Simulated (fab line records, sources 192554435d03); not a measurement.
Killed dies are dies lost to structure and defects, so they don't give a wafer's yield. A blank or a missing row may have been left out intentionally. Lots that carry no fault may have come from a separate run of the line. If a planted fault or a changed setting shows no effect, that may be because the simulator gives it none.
Chamber matching || flow n5-finfet || 3 sister chambers for N5_BEOL_M7_DEP_56 on pecvd-01
The step deposits SiCN from 3MS/NH3, target thk 10 nm, time 17.5 s. 6 wafers are shown with their chamber, then 11 later ones without.

WAFERS PAIRED WITH THEIR CHAMBERS
{"wafer": "L085.5", "chamber": 2, "throttle-valve-pct (%)": 8.3, "showerhead-plenum-p-Torr (Torr)": 3.657}
{"wafer": "L085.6", "chamber": 0, "throttle-valve-pct (%)": 8.5, "showerhead-plenum-p-Torr (Torr)": 3.668}
{"wafer": "L088.2", "chamber": 1, "throttle-valve-pct (%)": 9.7, "showerhead-plenum-p-Torr (Torr)": 3.655}
{"wafer": "L088.3", "chamber": 2, "throttle-valve-pct (%)": 8.1, "showerhead-plenum-p-Torr (Torr)": 3.654}
{"wafer": "L088.5", "chamber": 1, "throttle-valve-pct (%)": 9.8, "showerhead-plenum-p-Torr (Torr)": 3.667}
{"wafer": "L089.2", "chamber": 0, "throttle-valve-pct (%)": 8.6, "showerhead-plenum-p-Torr (Torr)": 3.666}

WAFERS WITHOUT THEIR CHAMBER
{"wafer": "L089.4", "throttle-valve-pct (%)": 9.7, "showerhead-plenum-p-Torr (Torr)": 3.650}
{"wafer": "L089.6", "throttle-valve-pct (%)": 8.5, "showerhead-plenum-p-Torr (Torr)": 3.664}
{"wafer": "L093.3", "throttle-valve-pct (%)": 9.8, "showerhead-plenum-p-Torr (Torr)": 3.657}
{"wafer": "L093.4", "throttle-valve-pct (%)": 8.2, "showerhead-plenum-p-Torr (Torr)": 3.657}
{"wafer": "L093.5", "throttle-valve-pct (%)": 8.0, "showerhead-plenum-p-Torr (Torr)": 3.649}
{"wafer": "L094.4", "throttle-valve-pct (%)": 8.4, "showerhead-plenum-p-Torr (Torr)": 3.660}
{"wafer": "L094.5", "throttle-valve-pct (%)": 9.9, "showerhead-plenum-p-Torr (Torr)": 3.645}
{"wafer": "L094.6", "throttle-valve-pct (%)": 8.2, "showerhead-plenum-p-Torr (Torr)": 3.661}
{"wafer": "L096.1", "throttle-valve-pct (%)": 9.6, "showerhead-plenum-p-Torr (Torr)": 3.645}
{"wafer": "L096.2", "throttle-valve-pct (%)": 8.6, "showerhead-plenum-p-Torr (Torr)": 3.660}
{"wafer": "L096.3", "throttle-valve-pct (%)": 8.1, "showerhead-plenum-p-Torr (Torr)": 3.653}

WHICH CHAMBER EACH ONE RAN IN
{"wafer": "L089.4", "from the rows above": 1, "in truth": 1}
{"wafer": "L089.6", "from the rows above": 0, "in truth": 0}
{"wafer": "L093.3", "from the rows above": 1, "in truth": 1}
{"wafer": "L093.4", "from the rows above": 2, "in truth": 2}
{"wafer": "L093.5", "from the rows above": 2, "in truth": 2}
{"wafer": "L094.4", "from the rows above": "can't be placed: 0 or 2", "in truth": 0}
{"wafer": "L094.5", "from the rows above": 1, "in truth": 1}
{"wafer": "L094.6", "from the rows above": 2, "in truth": 2}
{"wafer": "L096.1", "from the rows above": 1, "in truth": 1}
{"wafer": "L096.2", "from the rows above": 0, "in truth": 0}
{"wafer": "L096.3", "from the rows above": 2, "in truth": 2}
Placed correctly: 10 of 11. Unplaceable from these rows: 1, with the true chamber sitting among the candidates in 1. 0 placed wrongly.
How it was worked out, from the rows above alone: a wafer's distance from a chamber is the root of the sum, over the readings, of the square of ((its reading less the chamber's mean) divided by the reading's scatter). The wafer belongs to the nearest chamber; if the next one is less than 2 further off, it can't be placed. The mean given for a chamber averages the wafers shown for that chamber. The scatter is the square root of a quotient: the sum, over the shown wafers, of each reading's squared deviation from its chamber's mean, divided by wafers minus chambers.
